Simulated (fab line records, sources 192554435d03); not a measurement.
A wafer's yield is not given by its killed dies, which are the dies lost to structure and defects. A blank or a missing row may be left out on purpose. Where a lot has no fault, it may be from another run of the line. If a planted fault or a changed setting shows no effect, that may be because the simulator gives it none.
Matching of chambers / flow n5Finfet / aldMetal-02 running N5_BEOL_M6_ALD_77: 4 sister chambers
The step deposits TaN, target thk 2 nm, pulse time 2 s, purge time 3 s. 8 wafers are shown with their chamber, then 7 later ones without.

## WAFERS, EACH WITH ITS CHAMBER
wafer=L081.4; chamber=0; heaterPowerW (W)=394; precursorVesselPressureTorr (Torr)=26.31
wafer=L081.6; chamber=2; heaterPowerW (W)=386; precursorVesselPressureTorr (Torr)=26.27
wafer=L082.1; chamber=0; heaterPowerW (W)=384; precursorVesselPressureTorr (Torr)=26.19
wafer=L084.1; chamber=2; heaterPowerW (W)=398; precursorVesselPressureTorr (Torr)=26.28
wafer=L084.4; chamber=3; heaterPowerW (W)=372; precursorVesselPressureTorr (Torr)=26.24
wafer=L084.5; chamber=1; heaterPowerW (W)=418; precursorVesselPressureTorr (Torr)=26.25
wafer=L086.1; chamber=3; heaterPowerW (W)=369; precursorVesselPressureTorr (Torr)=26.19
wafer=L086.4; chamber=1; heaterPowerW (W)=426; precursorVesselPressureTorr (Torr)=26.26

## WAFERS WITHOUT THEIR CHAMBER
wafer=L086.5; heaterPowerW (W)=390; precursorVesselPressureTorr (Torr)=26.23
wafer=L095.2; heaterPowerW (W)=393; precursorVesselPressureTorr (Torr)=26.26
wafer=L095.3; heaterPowerW (W)=425; precursorVesselPressureTorr (Torr)=26.22
wafer=L095.6; heaterPowerW (W)=380; precursorVesselPressureTorr (Torr)=26.22
wafer=L093.3; heaterPowerW (W)=387; precursorVesselPressureTorr (Torr)=26.37
wafer=L093.4; heaterPowerW (W)=416; precursorVesselPressureTorr (Torr)=26.21
wafer=L093.6; heaterPowerW (W)=384; precursorVesselPressureTorr (Torr)=26.18

## EACH ONE'S CHAMBER
wafer=L086.5; from the rows above=can't be placed: 0 or 2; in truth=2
wafer=L095.2; from the rows above=can't be placed: 2 or 0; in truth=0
wafer=L095.3; from the rows above=1; in truth=1
wafer=L095.6; from the rows above=can't be placed: 3 or 0 or 2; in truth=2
wafer=L093.3; from the rows above=can't be placed: 2 or 0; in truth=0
wafer=L093.4; from the rows above=1; in truth=1
wafer=L093.6; from the rows above=can't be placed: 0 or 3 or 2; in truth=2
2 of 7 placed correctly. From these rows, 5 cannot be placed; in 5 the true chamber is one of the candidates. Wrongly placed: 0.
How it was worked out, from the rows above alone: a wafer's distance from a chamber is the root of the sum, over the readings, of the square of ((its reading less the chamber's mean) divided by the reading's scatter). If the next closest chamber is less than 2 further off than the closest, the wafer can't be placed; otherwise it belongs to the closest. The mean given for a chamber averages the wafers shown for that chamber. The scatter is the square root of a quotient: the sum, over the shown wafers, of each reading's squared deviation from its chamber's mean, divided by wafers minus chambers.
